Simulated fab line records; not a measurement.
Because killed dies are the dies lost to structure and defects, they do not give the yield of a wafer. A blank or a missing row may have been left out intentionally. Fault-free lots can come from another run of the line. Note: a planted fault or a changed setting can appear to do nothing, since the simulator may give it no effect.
Struck lot and sound lot, side by side    flow n5Finfet    22 steps out of a route of 1938
Sound: the wafers L327.1, L327.4, L327.6. Wafers struck: L333.2, L333.5. At the end, the cause is stated.
For every step that has rows: the tool of each side, followed by ch and its chambers, followed by its first start. Under that, the readings that differ: sound wafers    struck wafers    difference of the means    sigmas: that difference in standard deviations of wafers without a fault.
alike: words and numbers the same on both sides, and readings whose means are apart by under 2 such deviations; not compared: readings that were withheld, readings missing a value for some wafer, numbers with overlapping values and no deviation given by the record, and bounds like >300 which may hide the same value.
Wherever a step has rows on one side only, a row that says differs or no value, or a row with sigmas, the two part there. Numbers that have no deviation but don't overlap get no sigmas and don't part them. A reading that every wafer of one side lacks parts them only if that side has two wafers or more.

first, 9 steps without rows for these wafers: N5_DUMMY_GATE_EXPOSE_12 (exposes mask GATE, target cd 25 nm); N5_DUMMY_GATE_PEB_13 (peb time 60 s); N5_DUMMY_GATE_DEVELOP_14 (develop time 30 s); N5_DUMMY_GATE_DESCUM_20 (chemistry O2, time 6.2 s); N5_DUMMY_GATE_ETCH_29 (etches underlayer in N2/H2, target depth 13 nm); N5_DUMMY_GATE_ETCH_36 (etches SiARC in CF4, target depth 13 nm); N5_DUMMY_GATE_ETCH_37 (etches SOC in N2/H2, target depth 60 nm, overetch 30 nm); N5_DUMMY_GATE_STRIP_38 (strips in N2/H2); N5_DUMMY_GATE_STRIP_39 (strips in N2/H2).
N5_DUMMY_GATE_TRIM_49: chemistry O2, time 29 s, target cd 14 nm.
  sound on rieSi-06 ch 0,2,3, day 5 23:57; struck on rieSi-06 ch 1,2, day 7 15:32
reading                     sound              struck       difference  sigmas
oesProductAu (a.u.)         0.975 1.006 0.988  1.196 1.204  +0.210      +15
model.DUMMY_GATE.cdNm (nm)  14 14 14.2         11.2 11      -3.0        
  alike: chamberPressureMTorr, drypumpMotorCurrentA, rfFwdPowerW, throttleValvePct
  not compared: rfHoursCounterH
then, 1 step without rows for these wafers: N5_DUMMY_GATE_STRIP_40 (strips in CF4).
N5_DUMMY_GATE_CD_MEAS_50 targets a cd of 14 nm.
  sound on cdSem-03, day 6 00:06; struck on cdSem-03, day 7 15:54
reading    sound           struck     difference  sigmas
cdNm (nm)  13.8 13.9 14.4  11.5 11.3  -2.6        -8
then, 6 steps without rows for these wafers: N5_DUMMY_GATE_ETCH_31 (etches SiO2 in C4F6/O2, target depth 82.5 nm, time 27.5 s); N5_DUMMY_GATE_STRIP_41 (strips in O2); N5_DUMMY_GATE_HM_OPEN_21 (chemistry CH3F/O2, target SiNx, target depth 120 nm, time 171.4 s); N5_DUMMY_GATE_ETCH_32 (etches SiO2 in CF4, target depth 3.5 nm, time 3.9 s); N5_DUMMY_GATE_ETCH_23 (etches poly-Si in HBr/Cl2/O2, target depth 41 nm, time 22.3 s); N5_DUMMY_GATE_ETCH_44 (etches poly-Si in HBr/O2, stops on SiO2, target depth 127.5 nm).
N5_DUMMY_GATE_CD_MEAS_24 targets a cd of 15 nm.
  sound on cdSem-03, day 6 00:43; struck on cdSem-03, day 7 16:24
reading    sound           struck     difference  sigmas
cdNm (nm)  15.1 15.2 15.0  12.3 12.0  -2.9        -10
N5_DUMMY_GATE_ETCH_42: etches SiO2 in CHF3/O2, target depth 3.5 nm, time 31 s.
  sound on rieDiel-01 ch 1,2,3, day 6 00:46; struck on rieDiel-03 ch 1,2, day 7 16:26
reading                     sound         struck     difference  sigmas
model.DUMMY_GATE.cdNm (nm)  15 15.2 15.2  12.2 12.2  -2.9        
  alike: CHF3_flow_sccm, biasW, chamberPressureMTorr, drypumpMotorCurrentA, oesProductAu, rfFwdPowerW, rfVppV, showerheadPlenumPTorr, throttleValvePct
  not compared: rfHoursCounterH
then, 1 step without rows for these wafers: N5_DUMMY_GATE_STRIP_48 (strips in N2/H2, time 20 s).
-- record jumps: 9 days separate the struck wafers' starts on either side; left off in module DUMMY_GATE, taken up again in module PASSIVATION, whose first shown step is the route's number 1936 --
N5_PASSIVATION_PROBE_49:
  sound on prober-01, day 14 20:33; struck on prober-01, day 16 09:09
reading           sound       struck   difference  sigmas
killedAtFrontEnd  36 33 45    750 820  +747        +75
killedDies        111 85 115  820 887  +750        +50
killedOnRim       11 13 19    146 151  +134        +36
  alike: killed_at_M0_to_M3, killed_at_M4_up, killedAtContacts, killedAtOther, killedOpen, killedShort

## WHERE THEY PART
At N5_DUMMY_GATE_TRIM_49 first; at N5_PASSIVATION_PROBE_49 last (within this record only).

WHY: the cause the simulator had injected
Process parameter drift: rieSi-06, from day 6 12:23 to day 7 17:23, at N5_DUMMY_GATE_TRIM_49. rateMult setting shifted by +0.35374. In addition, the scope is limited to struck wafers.
